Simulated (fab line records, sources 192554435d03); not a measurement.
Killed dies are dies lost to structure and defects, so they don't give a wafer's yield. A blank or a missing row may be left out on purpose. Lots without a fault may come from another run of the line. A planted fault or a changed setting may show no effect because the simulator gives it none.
Chamber matching | flow n5_finfet | N5_FIN_SAQP_SPACER1_ALD_24 on ald_sin-02: 4 sister chambers
The step deposits SiO2, target thk 20.3 nm, pulse time 1 s, purge time 2 s. 18 wafers are shown with their chamber, then 9 later ones without.

WAFERS WITH THEIR CHAMBER
wafer  | chamber | heater_power_w (W) | precursor_pulse_height_rel
L079.1 | 0       | 441                | 0.969
L079.2 | 2       | 420                | 1.011
L079.6 | 1       | 520                | 0.971
L080.1 | 2       | 431                | 0.988
L080.2 | 0       | 438                | 0.991
L080.4 | 1       | 537                | 0.987
L083.1 | 3       | 386                | 1.008
L083.2 | 2       | 420                | 1.031
L083.5 | 0       | 439                | 0.971
L084.2 | 1       | 517                | 1.000
L084.4 | 2       | 416                | 0.995
L084.5 | 1       | 542                | 0.999
L086.1 | 1       | 526                | 0.995
L086.4 | 0       | 439                | 1.009
L086.5 | 0       | 442                | 0.984
L089.3 | 0       | 446                | 0.977
L089.4 | 2       | 422                | 0.986
L089.6 | 2       | 428                | 1.027

SIGNATURES (means of the wafers above)
reading                    | chamber 0 | chamber 1 | chamber 2 | chamber 3 | scatter within a chamber
heater_power_w             | 440.83    | 528.40    | 422.83    | 386.00    | 6.89
precursor_pulse_height_rel | 0.98350   | 0.99040   | 1.00633   | 1.00800   | 0.0161
Rule: a wafer's distance from a chamber is the root of the sum, over the readings, of the square of ((its reading less the chamber's mean) divided by the reading's scatter). The wafer belongs to the nearest chamber; if the next one is less than 2 further off, it can't be placed. The scatter: the root of (the sum of the squares of (reading less its chamber's mean) over the shown wafers, divided by (wafers less chambers)).

WAFERS WITHOUT THEIR CHAMBER
wafer  | heater_power_w (W) | precursor_pulse_height_rel
L090.1 | 441                | 1.014
L090.2 | 430                | 0.995
L090.3 | 406                | 0.992
L090.4 | 533                | 1.015
L090.5 | 522                | 0.999
L090.6 | 414                | 1.034
L091.2 | 527                | 1.018
L091.3 | 442                | 1.011
L091.5 | 425                | 0.988

WHICH CHAMBER EACH WENT THROUGH
wafer  | from the rows above     | in truth
L090.1 | can't be placed: 0 or 2 | 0
L090.2 | can't be placed: 2 or 0 | 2
L090.3 | can't be placed: 2 or 3 | 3
L090.4 | 1                       | 1
L090.5 | 1                       | 1
L090.6 | 2                       | 2
L091.2 | 1                       | 1
L091.3 | can't be placed: 0 or 2 | 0
L091.5 | can't be placed: 2 or 0 | 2
Placed correctly: 4 of 9. Can't be placed from these rows: 5 (the true chamber is among the candidates in 5). Placed wrongly: 0.
